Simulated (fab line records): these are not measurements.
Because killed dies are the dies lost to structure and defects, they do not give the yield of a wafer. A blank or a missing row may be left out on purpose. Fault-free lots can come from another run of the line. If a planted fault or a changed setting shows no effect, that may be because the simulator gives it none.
What tool caused it? / flow n5_finfet / 18 lots, 54 wafers sampled, at 4 steps of a route of 1938

WHAT THE GAUGES SHOWED, per wafer
N5_BEOL_M8_INSPECT_58: inspects for defects (darkfield). Usual: raw_defect_count at 77, with a standard deviation of 29.
lot=L075; measured=day 10 09:37; on=defect_inspect-02; raw_defect_count=100 73 171; flag=
lot=L074; measured=day 10 15:24; on=defect_inspect-02; raw_defect_count=110 62 86; flag=
lot=L077; measured=day 10 19:14; on=defect_inspect-01; raw_defect_count=79 53 90; flag=
lot=L079; measured=day 11 08:12; on=defect_inspect-02; raw_defect_count=67 60 70; flag=
lot=L080; measured=day 11 09:13; on=defect_inspect-02; raw_defect_count=131 60 70; flag=
lot=L078; measured=day 11 09:29; on=defect_inspect-02; raw_defect_count=99 86 109; flag=
lot=L082; measured=day 11 09:45; on=defect_inspect-02; raw_defect_count=48 50 61; flag=
lot=L081; measured=day 11 17:20; on=defect_inspect-02; raw_defect_count=87 162 86; flag=
lot=L083; measured=day 12 11:29; on=defect_inspect-01; raw_defect_count=78 64 80; flag=
lot=L084; measured=day 13 06:39; on=defect_inspect-02; raw_defect_count=125 95 56; flag=
lot=L085; measured=day 13 07:28; on=defect_inspect-01; raw_defect_count=86 58 71; flag=
lot=L091; measured=day 13 21:20; on=defect_inspect-02; raw_defect_count=101 53 64; flag=
lot=L090; measured=day 14 03:08; on=defect_inspect-01; raw_defect_count=84 92 50; flag=
lot=L092; measured=day 14 05:18; on=defect_inspect-01; raw_defect_count=41 47 37; flag=
lot=L093; measured=day 14 09:32; on=defect_inspect-02; raw_defect_count=78 42 77; flag=
lot=L094; measured=day 15 06:53; on=defect_inspect-02; raw_defect_count=98 47 49; flag=
lot=L095; measured=day 15 14:14; on=defect_inspect-02; raw_defect_count=48 77 63; flag=
lot=L097; measured=day 15 22:24; on=defect_inspect-01; raw_defect_count=65 41 39; flag=

TOOL THAT RAN EACH LOT (tool first, then ch and the chambers of the sampled wafers, then the start)
lot=L075; N5_BEOL_M8_ETCH_65=rie_diel-05 ch 0,3, day 10 06:11; N5_BEOL_M8_VIA_ETCH_34=rie_diel-05 ch 0,3, day 10 06:19; N5_BEOL_M8_SPUTTER_48=pvd_sputter-03, day 10 07:56
lot=L074; N5_BEOL_M8_ETCH_65=rie_diel-01 ch 0,1,3, day 10 12:25; N5_BEOL_M8_VIA_ETCH_34=rie_diel-01 ch 0,1,3, day 10 12:33; N5_BEOL_M8_SPUTTER_48=pvd_sputter-01, day 10 14:17
lot=L077; N5_BEOL_M8_ETCH_65=rie_diel-06 ch 0,1,2, day 10 15:35; N5_BEOL_M8_VIA_ETCH_34=rie_diel-06 ch 0,1,2, day 10 15:43; N5_BEOL_M8_SPUTTER_48=pvd_sputter-02, day 10 17:25
lot=L079; N5_BEOL_M8_ETCH_65=rie_diel-06 ch 0,1,3, day 11 04:13; N5_BEOL_M8_VIA_ETCH_34=rie_diel-06 ch 0,1,3, day 11 04:21; N5_BEOL_M8_SPUTTER_48=pvd_sputter-02, day 11 06:53
lot=L080; N5_BEOL_M8_ETCH_65=rie_diel-01 ch 0,2,3, day 11 04:38; N5_BEOL_M8_VIA_ETCH_34=rie_diel-01 ch 0,2,3, day 11 04:46; N5_BEOL_M8_SPUTTER_48=pvd_sputter-03, day 11 07:05
lot=L078; N5_BEOL_M8_ETCH_65=rie_diel-06 ch 0,2, day 11 04:40; N5_BEOL_M8_VIA_ETCH_34=rie_diel-06 ch 0,2, day 11 04:47; N5_BEOL_M8_SPUTTER_48=pvd_sputter-03, day 11 07:37
lot=L082; N5_BEOL_M8_ETCH_65=rie_diel-01 ch 1,2,3, day 11 06:24; N5_BEOL_M8_VIA_ETCH_34=rie_diel-01 ch 1,2,3, day 11 06:32; N5_BEOL_M8_SPUTTER_48=pvd_sputter-02, day 11 07:56
lot=L081; N5_BEOL_M8_ETCH_65=rie_diel-05 ch 2,3, day 11 14:23; N5_BEOL_M8_VIA_ETCH_34=rie_diel-05 ch 2,3, day 11 14:31; N5_BEOL_M8_SPUTTER_48=pvd_sputter-01, day 11 16:08
lot=L083; N5_BEOL_M8_ETCH_65=rie_diel-06 ch 2,3, day 12 06:39; N5_BEOL_M8_VIA_ETCH_34=rie_diel-06 ch 2,3, day 12 06:47; N5_BEOL_M8_SPUTTER_48=pvd_sputter-03, day 12 10:01
lot=L084; N5_BEOL_M8_ETCH_65=rie_diel-06 ch 0,2,3, day 13 03:47; N5_BEOL_M8_VIA_ETCH_34=rie_diel-06 ch 0,2,3, day 13 03:55; N5_BEOL_M8_SPUTTER_48=pvd_sputter-01, day 13 05:41
lot=L085; N5_BEOL_M8_ETCH_65=rie_diel-06 ch 0,3, day 13 04:11; N5_BEOL_M8_VIA_ETCH_34=rie_diel-06 ch 0,3, day 13 04:19; N5_BEOL_M8_SPUTTER_48=pvd_sputter-03, day 13 05:58
lot=L091; N5_BEOL_M8_ETCH_65=rie_diel-05 ch 0,1,3, day 13 17:07; N5_BEOL_M8_VIA_ETCH_34=rie_diel-05 ch 0,1,3, day 13 17:15; N5_BEOL_M8_SPUTTER_48=pvd_sputter-01, day 13 20:23
lot=L090; N5_BEOL_M8_ETCH_65=rie_diel-01 ch 0,1,3, day 13 23:56; N5_BEOL_M8_VIA_ETCH_34=rie_diel-01 ch 0,1,3, day 14 00:04; N5_BEOL_M8_SPUTTER_48=pvd_sputter-02, day 14 02:10
lot=L092; N5_BEOL_M8_ETCH_65=rie_diel-05 ch 0,2,3, day 14 02:23; N5_BEOL_M8_VIA_ETCH_34=rie_diel-05 ch 0,2,3, day 14 02:31; N5_BEOL_M8_SPUTTER_48=pvd_sputter-01, day 14 04:11
lot=L093; N5_BEOL_M8_ETCH_65=rie_diel-05 ch 1,2,3, day 14 06:30; N5_BEOL_M8_VIA_ETCH_34=rie_diel-05 ch 1,2,3, day 14 06:38; N5_BEOL_M8_SPUTTER_48=pvd_sputter-02, day 14 08:19
lot=L094; N5_BEOL_M8_ETCH_65=rie_diel-06 ch 0,2,3, day 15 03:56; N5_BEOL_M8_VIA_ETCH_34=rie_diel-06 ch 0,2,3, day 15 04:03; N5_BEOL_M8_SPUTTER_48=pvd_sputter-02, day 15 05:56
lot=L095; N5_BEOL_M8_ETCH_65=rie_diel-06 ch 0,3, day 15 11:05; N5_BEOL_M8_VIA_ETCH_34=rie_diel-06 ch 0,3, day 15 11:13; N5_BEOL_M8_SPUTTER_48=pvd_sputter-03, day 15 13:16
lot=L097; N5_BEOL_M8_ETCH_65=rie_diel-05 ch 1,2,3, day 15 18:49; N5_BEOL_M8_VIA_ETCH_34=rie_diel-05 ch 1,2,3, day 15 18:57; N5_BEOL_M8_SPUTTER_48=pvd_sputter-02, day 15 21:02
- N5_BEOL_M8_ETCH_65: etches SiARC in CF4, target depth 15.6 nm, time 26 s.
- N5_BEOL_M8_VIA_ETCH_34: etches SiCOH lowk in C4F6/O2, target depth 125.5 nm, time 50.5 s.
- N5_BEOL_M8_SPUTTER_48: material Cu, target thk 10 nm, time 1.667 s.

AS READ BY THE TOOLS THEMSELVES (means over the sampled wafers that have a number; for cases with no such wafer, the mark the record gives instead)
N5_BEOL_M8_ETCH_65. Usual: bias_w 36.00 W, standard deviation 0.1; drypump_motor_current_A 5.6 A, standard deviation 0.42; etch_rf_on_time_s 25.7 s, standard deviation 0.35; mfc_ar_sccm 99.9 sccm, standard deviation 0.35; oes_product_au 0.71 a.u., standard deviation 0.063; rf_fwd_power_W 532.1 W, standard deviation 1.9; rf_vpp_V 184.3 V, standard deviation 1.1; showerhead_plenum_p_Torr 2.15 Torr, standard deviation 0.057; throttle_valve_pct 15.56 %, standard deviation 0.19.
lot=L075; tool=rie_diel-05; bias_w (W)=36.07; drypump_motor_current_A (A)=5.9; etch_rf_on_time_s (s)=25.8; mfc_ar_sccm (sccm)=100.1; oes_product_au (a.u.)=0.71; rf_fwd_power_W (W)=533.3; rf_vpp_V (V)=184.6; showerhead_plenum_p_Torr (Torr)=2.17; throttle_valve_pct (%)=15.31; flag=
lot=L074; tool=rie_diel-01; bias_w (W)=36.08; drypump_motor_current_A (A)=5.7; etch_rf_on_time_s (s)=25.9; mfc_ar_sccm (sccm)=99.7; oes_product_au (a.u.)=0.66; rf_fwd_power_W (W)=532.3; rf_vpp_V (V)=185.2; showerhead_plenum_p_Torr (Torr)=2.17; throttle_valve_pct (%)=15.66; flag=
lot=L077; tool=rie_diel-06; bias_w (W)=36.00; drypump_motor_current_A (A)=5.5; etch_rf_on_time_s (s)=26.2; mfc_ar_sccm (sccm)=99.8; oes_product_au (a.u.)=0.64; rf_fwd_power_W (W)=532.3; rf_vpp_V (V)=184.3; showerhead_plenum_p_Torr (Torr)=2.14; throttle_valve_pct (%)=15.66; flag=
lot=L079; tool=rie_diel-06; bias_w (W)=36.09; drypump_motor_current_A (A)=5.5; etch_rf_on_time_s (s)=26.0; mfc_ar_sccm (sccm)=100.3; oes_product_au (a.u.)=0.67; rf_fwd_power_W (W)=530.6; rf_vpp_V (V)=183.9; showerhead_plenum_p_Torr (Torr)=2.12; throttle_valve_pct (%)=15.70; flag=
lot=L080; tool=rie_diel-01; bias_w (W)=36.12; drypump_motor_current_A (A)=5.3; etch_rf_on_time_s (s)=25.5; mfc_ar_sccm (sccm)=100.1; oes_product_au (a.u.)=0.69; rf_fwd_power_W (W)=530.6; rf_vpp_V (V)=184.3; showerhead_plenum_p_Torr (Torr)=2.17; throttle_valve_pct (%)=15.56; flag=
lot=L078; tool=rie_diel-06; bias_w (W)=36.04; drypump_motor_current_A (A)=5.3; etch_rf_on_time_s (s)=25.8; mfc_ar_sccm (sccm)=100.1; oes_product_au (a.u.)=0.65; rf_fwd_power_W (W)=532.3; rf_vpp_V (V)=185.0; showerhead_plenum_p_Torr (Torr)=2.17; throttle_valve_pct (%)=15.70; flag=
lot=L082; tool=rie_diel-01; bias_w (W)=36.02; drypump_motor_current_A (A)=5.5; etch_rf_on_time_s (s)=25.9; mfc_ar_sccm (sccm)=99.6; oes_product_au (a.u.)=0.67; rf_fwd_power_W (W)=533.0; rf_vpp_V (V)=184.8; showerhead_plenum_p_Torr (Torr)=2.17; throttle_valve_pct (%)=15.63; flag=
lot=L081; tool=rie_diel-05; bias_w (W)=36.01; drypump_motor_current_A (A)=6.1; etch_rf_on_time_s (s)=25.5; mfc_ar_sccm (sccm)=99.9; oes_product_au (a.u.)=0.76; rf_fwd_power_W (W)=533.9; rf_vpp_V (V)=184.6; showerhead_plenum_p_Torr (Torr)=2.15; throttle_valve_pct (%)=15.50; flag=
lot=L083; tool=rie_diel-06; bias_w (W)=35.96; drypump_motor_current_A (A)=5.2; etch_rf_on_time_s (s)=25.7; mfc_ar_sccm (sccm)=100.2; oes_product_au (a.u.)=0.75; rf_fwd_power_W (W)=534.0; rf_vpp_V (V)=184.3; showerhead_plenum_p_Torr (Torr)=2.21; throttle_valve_pct (%)=15.47; flag=
lot=L084; tool=rie_diel-06; bias_w (W)=35.94; drypump_motor_current_A (A)=5.2; etch_rf_on_time_s (s)=25.4; mfc_ar_sccm (sccm)=99.7; oes_product_au (a.u.)=0.70; rf_fwd_power_W (W)=533.1; rf_vpp_V (V)=184.8; showerhead_plenum_p_Torr (Torr)=2.19; throttle_valve_pct (%)=15.60; flag=
lot=L085; tool=rie_diel-06; bias_w (W)=35.96; drypump_motor_current_A (A)=5.3; etch_rf_on_time_s (s)=25.6; mfc_ar_sccm (sccm)=100.3; oes_product_au (a.u.)=0.67; rf_fwd_power_W (W)=530.5; rf_vpp_V (V)=184.6; showerhead_plenum_p_Torr (Torr)=2.15; throttle_valve_pct (%)=15.75; flag=
lot=L091; tool=rie_diel-05; bias_w (W)=35.98; drypump_motor_current_A (A)=6.0; etch_rf_on_time_s (s)=25.7; mfc_ar_sccm (sccm)=100.0; oes_product_au (a.u.)=0.71; rf_fwd_power_W (W)=531.9; rf_vpp_V (V)=184.4; showerhead_plenum_p_Torr (Torr)=2.13; throttle_valve_pct (%)=15.47; flag=
lot=L090; tool=rie_diel-01; bias_w (W)=36.06; drypump_motor_current_A (A)=5.7; etch_rf_on_time_s (s)=25.6; mfc_ar_sccm (sccm)=99.9; oes_product_au (a.u.)=0.72; rf_fwd_power_W (W)=531.4; rf_vpp_V (V)=184.4; showerhead_plenum_p_Torr (Torr)=2.16; throttle_valve_pct (%)=15.57; flag=
lot=L092; tool=rie_diel-05; bias_w (W)=36.04; drypump_motor_current_A (A)=5.9; etch_rf_on_time_s (s)=26.0; mfc_ar_sccm (sccm)=99.6; oes_product_au (a.u.)=0.70; rf_fwd_power_W (W)=533.5; rf_vpp_V (V)=183.8; showerhead_plenum_p_Torr (Torr)=2.13; throttle_valve_pct (%)=15.51; flag=
lot=L093; tool=rie_diel-05; bias_w (W)=35.98; drypump_motor_current_A (A)=6.0; etch_rf_on_time_s (s)=25.5; mfc_ar_sccm (sccm)=100.1; oes_product_au (a.u.)=0.72; rf_fwd_power_W (W)=533.0; rf_vpp_V (V)=183.3; showerhead_plenum_p_Torr (Torr)=2.10; throttle_valve_pct (%)=15.60; flag=
lot=L094; tool=rie_diel-06; bias_w (W)=36.06; drypump_motor_current_A (A)=5.2; etch_rf_on_time_s (s)=25.7; mfc_ar_sccm (sccm)=99.7; oes_product_au (a.u.)=0.67; rf_fwd_power_W (W)=530.7; rf_vpp_V (V)=185.5; showerhead_plenum_p_Torr (Torr)=2.18; throttle_valve_pct (%)=15.63; flag=
lot=L095; tool=rie_diel-06; bias_w (W)=36.05; drypump_motor_current_A (A)=5.2; etch_rf_on_time_s (s)=25.7; mfc_ar_sccm (sccm)=99.9; oes_product_au (a.u.)=0.69; rf_fwd_power_W (W)=530.6; rf_vpp_V (V)=183.9; showerhead_plenum_p_Torr (Torr)=2.17; throttle_valve_pct (%)=15.67; flag=
lot=L097; tool=rie_diel-05; bias_w (W)=36.07; drypump_motor_current_A (A)=6.0; etch_rf_on_time_s (s)=25.7; mfc_ar_sccm (sccm)=100.0; oes_product_au (a.u.)=0.70; rf_fwd_power_W (W)=532.2; rf_vpp_V (V)=183.6; showerhead_plenum_p_Torr (Torr)=2.10; throttle_valve_pct (%)=15.62; flag=

N5_BEOL_M8_VIA_ETCH_34. Usual: bias_w 185.0 W, standard deviation 0.55; drypump_motor_current_A 5.6 A, standard deviation 0.42; mfc_ar_sccm 300.0 sccm, standard deviation 0.81; oes_product_au 0.82 a.u., standard deviation 0.074; rf_fwd_power_W 341.3 W, standard deviation 1.3; rf_vpp_V 668 V, standard deviation 13; showerhead_plenum_p_Torr 2.86 Torr, standard deviation 0.079; throttle_valve_pct 20.86 %, standard deviation 0.16.
lot=L075; tool=rie_diel-05; bias_w (W)=185.2; drypump_motor_current_A (A)=5.9; mfc_ar_sccm (sccm)=300.9; oes_product_au (a.u.)=0.84; rf_fwd_power_W (W)=342.2; rf_vpp_V (V)=655; showerhead_plenum_p_Torr (Torr)=2.89; throttle_valve_pct (%)=20.67; flag=
lot=L074; tool=rie_diel-01; bias_w (W)=185.4; drypump_motor_current_A (A)=5.7; mfc_ar_sccm (sccm)=300.4; oes_product_au (a.u.)=0.78; rf_fwd_power_W (W)=340.9; rf_vpp_V (V)=661; showerhead_plenum_p_Torr (Torr)=2.89; throttle_valve_pct (%)=20.93; flag=
lot=L077; tool=rie_diel-06; bias_w (W)=185.4; drypump_motor_current_A (A)=5.6; mfc_ar_sccm (sccm)=300.7; oes_product_au (a.u.)=0.76; rf_fwd_power_W (W)=341.2; rf_vpp_V (V)=663; showerhead_plenum_p_Torr (Torr)=2.84; throttle_valve_pct (%)=20.90; flag=
lot=L079; tool=rie_diel-06; bias_w (W)=185.3; drypump_motor_current_A (A)=5.5; mfc_ar_sccm (sccm)=300.2; oes_product_au (a.u.)=0.78; rf_fwd_power_W (W)=341.4; rf_vpp_V (V)=665; showerhead_plenum_p_Torr (Torr)=2.81; throttle_valve_pct (%)=20.97; flag=
lot=L080; tool=rie_diel-01; bias_w (W)=185.1; drypump_motor_current_A (A)=5.3; mfc_ar_sccm (sccm)=299.9; oes_product_au (a.u.)=0.80; rf_fwd_power_W (W)=340.4; rf_vpp_V (V)=668; showerhead_plenum_p_Torr (Torr)=2.89; throttle_valve_pct (%)=20.83; flag=
lot=L078; tool=rie_diel-06; bias_w (W)=185.0; drypump_motor_current_A (A)=5.3; mfc_ar_sccm (sccm)=299.7; oes_product_au (a.u.)=0.76; rf_fwd_power_W (W)=341.1; rf_vpp_V (V)=666; showerhead_plenum_p_Torr (Torr)=2.87; throttle_valve_pct (%)=20.90; flag=
lot=L082; tool=rie_diel-01; bias_w (W)=185.1; drypump_motor_current_A (A)=5.5; mfc_ar_sccm (sccm)=300.2; oes_product_au (a.u.)=0.79; rf_fwd_power_W (W)=341.9; rf_vpp_V (V)=673; showerhead_plenum_p_Torr (Torr)=2.89; throttle_valve_pct (%)=20.94; flag=
lot=L081; tool=rie_diel-05; bias_w (W)=184.6; drypump_motor_current_A (A)=6.1; mfc_ar_sccm (sccm)=300.1; oes_product_au (a.u.)=0.89; rf_fwd_power_W (W)=341.5; rf_vpp_V (V)=662; showerhead_plenum_p_Torr (Torr)=2.86; throttle_valve_pct (%)=20.84; flag=
lot=L083; tool=rie_diel-06; bias_w (W)=184.8; drypump_motor_current_A (A)=5.2; mfc_ar_sccm (sccm)=299.9; oes_product_au (a.u.)=0.88; rf_fwd_power_W (W)=341.1; rf_vpp_V (V)=680; showerhead_plenum_p_Torr (Torr)=2.93; throttle_valve_pct (%)=20.80; flag=
lot=L084; tool=rie_diel-06; bias_w (W)=184.6; drypump_motor_current_A (A)=5.2; mfc_ar_sccm (sccm)=299.8; oes_product_au (a.u.)=0.80; rf_fwd_power_W (W)=340.0; rf_vpp_V (V)=673; showerhead_plenum_p_Torr (Torr)=2.90; throttle_valve_pct (%)=20.86; flag=
lot=L085; tool=rie_diel-06; bias_w (W)=185.2; drypump_motor_current_A (A)=5.3; mfc_ar_sccm (sccm)=300.9; oes_product_au (a.u.)=0.78; rf_fwd_power_W (W)=339.6; rf_vpp_V (V)=668; showerhead_plenum_p_Torr (Torr)=2.84; throttle_valve_pct (%)=21.03; flag=
lot=L091; tool=rie_diel-05; bias_w (W)=184.4; drypump_motor_current_A (A)=5.9; mfc_ar_sccm (sccm)=300.2; oes_product_au (a.u.)=0.82; rf_fwd_power_W (W)=343.8; rf_vpp_V (V)=663; showerhead_plenum_p_Torr (Torr)=2.84; throttle_valve_pct (%)=20.78; flag=
lot=L090; tool=rie_diel-01; bias_w (W)=185.1; drypump_motor_current_A (A)=5.7; mfc_ar_sccm (sccm)=299.7; oes_product_au (a.u.)=0.84; rf_fwd_power_W (W)=340.6; rf_vpp_V (V)=659; showerhead_plenum_p_Torr (Torr)=2.87; throttle_valve_pct (%)=20.86; flag=
lot=L092; tool=rie_diel-05; bias_w (W)=185.6; drypump_motor_current_A (A)=5.9; mfc_ar_sccm (sccm)=299.0; oes_product_au (a.u.)=0.81; rf_fwd_power_W (W)=341.2; rf_vpp_V (V)=661; showerhead_plenum_p_Torr (Torr)=2.83; throttle_valve_pct (%)=20.82; flag=
lot=L093; tool=rie_diel-05; bias_w (W)=185.0; drypump_motor_current_A (A)=6.0; mfc_ar_sccm (sccm)=300.6; oes_product_au (a.u.)=0.85; rf_fwd_power_W (W)=341.4; rf_vpp_V (V)=670; showerhead_plenum_p_Torr (Torr)=2.79; throttle_valve_pct (%)=20.90; flag=
lot=L094; tool=rie_diel-06; bias_w (W)=185.2; drypump_motor_current_A (A)=5.2; mfc_ar_sccm (sccm)=300.4; oes_product_au (a.u.)=0.79; rf_fwd_power_W (W)=340.3; rf_vpp_V (V)=673; showerhead_plenum_p_Torr (Torr)=2.89; throttle_valve_pct (%)=20.90; flag=
lot=L095; tool=rie_diel-06; bias_w (W)=185.4; drypump_motor_current_A (A)=5.2; mfc_ar_sccm (sccm)=300.6; oes_product_au (a.u.)=0.80; rf_fwd_power_W (W)=339.7; rf_vpp_V (V)=675; showerhead_plenum_p_Torr (Torr)=2.87; throttle_valve_pct (%)=20.99; flag=
lot=L097; tool=rie_diel-05; bias_w (W)=185.3; drypump_motor_current_A (A)=6.0; mfc_ar_sccm (sccm)=299.3; oes_product_au (a.u.)=0.83; rf_fwd_power_W (W)=341.6; rf_vpp_V (V)=671; showerhead_plenum_p_Torr (Torr)=2.79; throttle_valve_pct (%)=20.91; flag=

N5_BEOL_M8_SPUTTER_48. Usual: throttle_valve_pct at 30.7 %, with a standard deviation of 0.85.
lot=L075; tool=pvd_sputter-03; throttle_valve_pct (%)=30.4; flag=
lot=L074; tool=pvd_sputter-01; throttle_valve_pct (%)=30.1; flag=
lot=L077; tool=pvd_sputter-02; throttle_valve_pct (%)=31.1; flag=
lot=L079; tool=pvd_sputter-02; throttle_valve_pct (%)=30.4; flag=
lot=L080; tool=pvd_sputter-03; throttle_valve_pct (%)=31.3; flag=
lot=L078; tool=pvd_sputter-03; throttle_valve_pct (%)=30.8; flag=
lot=L082; tool=pvd_sputter-02; throttle_valve_pct (%)=32.1; flag=
lot=L081; tool=pvd_sputter-01; throttle_valve_pct (%)=30.1; flag=
lot=L083; tool=pvd_sputter-03; throttle_valve_pct (%)=30.9; flag=
lot=L084; tool=pvd_sputter-01; throttle_valve_pct (%)=30.0; flag=
lot=L085; tool=pvd_sputter-03; throttle_valve_pct (%)=30.9; flag=
lot=L091; tool=pvd_sputter-01; throttle_valve_pct (%)=30.4; flag=
lot=L090; tool=pvd_sputter-02; throttle_valve_pct (%)=31.0; flag=
lot=L092; tool=pvd_sputter-01; throttle_valve_pct (%)=30.1; flag=
lot=L093; tool=pvd_sputter-02; throttle_valve_pct (%)=31.0; flag=
lot=L094; tool=pvd_sputter-02; throttle_valve_pct (%)=31.5; flag=
lot=L095; tool=pvd_sputter-03; throttle_valve_pct (%)=30.9; flag=
lot=L097; tool=pvd_sputter-02; throttle_valve_pct (%)=31.1; flag=

THE ANSWER, worked out from the rows above alone
Rule: a lot is off if the mean of its wafers that have a number lies more than 3 standard deviations from the usual mean. Also off: a lot with no number at a reading for which 4 or more lots have one. Any other lot the step has rows for is counted as sound. The gauges are gone through in route order, then the tools' own readings, and for those a lot's mean is taken as printed above. The first step at which some lot is off is used, and at that step the reading that is off furthest; a lot without a number counts as furthest.
No lot is off on any of the readings shown, so nothing can be concluded from this.

WHAT THE SIMULATOR HAD INSERTED
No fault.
